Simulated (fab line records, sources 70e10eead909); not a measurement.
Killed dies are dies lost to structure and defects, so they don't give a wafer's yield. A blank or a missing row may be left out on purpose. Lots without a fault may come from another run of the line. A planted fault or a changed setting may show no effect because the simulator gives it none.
Chamber matching | flow nand_harc | NHARC_A_SGD_CUT_DEP_00 on pecvd-04: 3 sister chambers
The step deposits SiNx, target thk 50 nm. 3 wafers are shown with their chamber, then 9 later ones without.

WAFERS WITH THEIR CHAMBER
wafer  | chamber | heater_power_w (W)
L086.1 | 2       | 568
L086.2 | 1       | 499
L086.6 | 0       | 838

WAFERS WITHOUT THEIR CHAMBER
wafer  | heater_power_w (W)
L087.1 | 709
L087.3 | 484
L087.4 | 650
L089.2 | 515
L089.3 | 762
L089.6 | 529
L092.2 | 596
L092.3 | 826
L092.5 | 596

WHICH CHAMBER EACH WENT THROUGH
wafer  | from the rows above          | in truth
L087.1 | can't be placed: 0 or 2 or 1 | 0
L087.3 | can't be placed: 1 or 2      | 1
L087.4 | can't be placed: 2 or 1 or 0 | 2
L089.2 | can't be placed: 1 or 2      | 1
L089.3 | can't be placed: 0 or 2      | 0
L089.6 | can't be placed: 1 or 2      | 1
L092.2 | can't be placed: 2 or 1      | 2
L092.3 | 0                            | 0
L092.5 | can't be placed: 2 or 1      | 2
Placed correctly: 1 of 9. Can't be placed from these rows: 8 (the true chamber is among the candidates in 8). Placed wrongly: 0.
How it was worked out, from the rows above alone: a wafer's distance from a chamber is the root of the sum, over the readings, of the square of ((its reading less the chamber's mean) divided by the reading's scatter). The wafer belongs to the nearest chamber; if the next one is less than 2 further off, it can't be placed. A chamber's mean is the mean of its shown wafers. The scatter: with one shown wafer a chamber, the root of the mean of the squares of how far each hidden wafer lies from its nearest shown one.
